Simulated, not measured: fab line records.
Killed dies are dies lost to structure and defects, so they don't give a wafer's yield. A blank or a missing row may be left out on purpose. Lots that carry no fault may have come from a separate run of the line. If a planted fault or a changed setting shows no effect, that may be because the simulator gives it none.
Struck lot and sound lot, side by side / flow nand harc / 19 steps out of a route of 1302
Sound: these wafers, L907.2, L907.5, L907.6. Struck: wafers L924.1, L924.3, L924.6. Last of all comes the cause.
Per side, at each step with rows, come the tool, then ch with its chambers, and then its first start. Under that, the readings that differ: sound wafers / struck wafers / difference of the means / sigmas: that difference in standard deviations of wafers without a fault.
alike: words and numbers the same on both sides, and readings whose means are apart by under 2 such deviations; not compared: readings that were withheld, readings missing a value for some wafer, numbers with overlapping values and no deviation given by the record, and bounds like >300 which may hide the same value.
A row with sigmas, a row that says differs or no value, or rows on one side alone: a step with any of these is where the two part. Numbers that have no deviation but don't overlap get no sigmas and don't part them. A reading missing from all wafers of one side parts the sides only when that side holds two or more wafers.

NHARC_P_ZERO_WELL_CD_MEAS_37: target cd 720 nm.
  sound on cd sem-01 ch 0, day 2 00:10; struck on cd sem-01 ch 0, day 9 02:05
  alike: cd nm
then, 1 step without rows for these wafers: NHARC_P_ZERO_WELL_HARDBAKE_38 (time 80 s).
NHARC_P_ZERO_WELL_DESCUM_39: chemistry O2, time 3 s.
  sound on rie diel-03 ch 0,3, day 2 00:19; struck on rie diel-07 ch 1,2,3, day 9 02:16
  alike: drypump motor current A, mfc ar sccm, oes product au, rf vpp V, showerhead plenum p Torr, throttle valve pct
  not compared: rf hours counter h
then, 9 steps without rows for these wafers: NHARC_P_ZERO_WELL_IMPLANT_40; NHARC_P_ZERO_WELL_IMPLANT_59; NHARC_P_ZERO_WELL_IMPLANT_60; NHARC_P_ZERO_WELL_STRIP_41 (strips in SPM, time 840 s); NHARC_P_ZERO_WELL_DEHYDRATE_44 (time 120 s); NHARC_P_ZERO_WELL_HMDS_45 (time 30 s); NHARC_P_ZERO_WELL_COAT_46; NHARC_P_ZERO_WELL_SOFTBAKE_47 (time 95 s); NHARC_P_ZERO_WELL_EBR_48.
NHARC_P_ZERO_WELL_EXPOSE_49: exposes mask P HVPW, target cd 2000 nm.
  sound on krf scanner-03 ch 0, day 2 01:40; struck on krf scanner-03 ch 0, day 9 03:34
reading=mask; sound=P_HVPW#0 P_HVPW#0 P_HVPW#0; struck=P_HVPW_R1#0 P_HVPW_R1#0 P_HVPW_R1#0; difference=differs; sigmas=
then, 2 steps without rows for these wafers: NHARC_P_ZERO_WELL_PEB_50 (peb time 85 s); NHARC_P_ZERO_WELL_DEVELOP_51 (time 70 s).
NHARC_P_ZERO_WELL_CD_MEAS_52: target cd 2000 nm.
  sound on cd sem-02 ch 0, day 2 01:49; struck on cd sem-03 ch 0, day 9 03:44
reading=cd nm (nm); sound=1998.0 1999.2 1998.4; struck=1984.3 1985.7 1983.2; difference=-14.1; sigmas=-8
then, 1 step without rows for these wafers: NHARC_P_ZERO_WELL_HARDBAKE_53 (time 80 s).
NHARC_P_ZERO_WELL_DESCUM_54: chemistry O2, time 3 s.
  sound on rie diel-07 ch 0,1, day 2 01:59; struck on rie diel-03 ch 0,1,2, day 9 03:54
reading=model.P_ZERO_WELL.cd nm (nm); sound=1998 1999 1998; struck=1984 1986 1983; difference=-14; sigmas=
  alike: drypump motor current A, mfc ar sccm, oes product au, rf vpp V, showerhead plenum p Torr, throttle valve pct
  not compared: rf hours counter h
then, 1 step without rows for these wafers: NHARC_P_ZERO_WELL_IMPLANT_55.

== WHERE THEY PART ==
First at NHARC_P_ZERO_WELL_EXPOSE_49; last, within this record, at NHARC_P_ZERO_WELL_CD_MEAS_52. Later steps at which nothing parts them and some readings are alike: NHARC_P_ZERO_WELL_DESCUM_54.

WHY: what the simulator had put in
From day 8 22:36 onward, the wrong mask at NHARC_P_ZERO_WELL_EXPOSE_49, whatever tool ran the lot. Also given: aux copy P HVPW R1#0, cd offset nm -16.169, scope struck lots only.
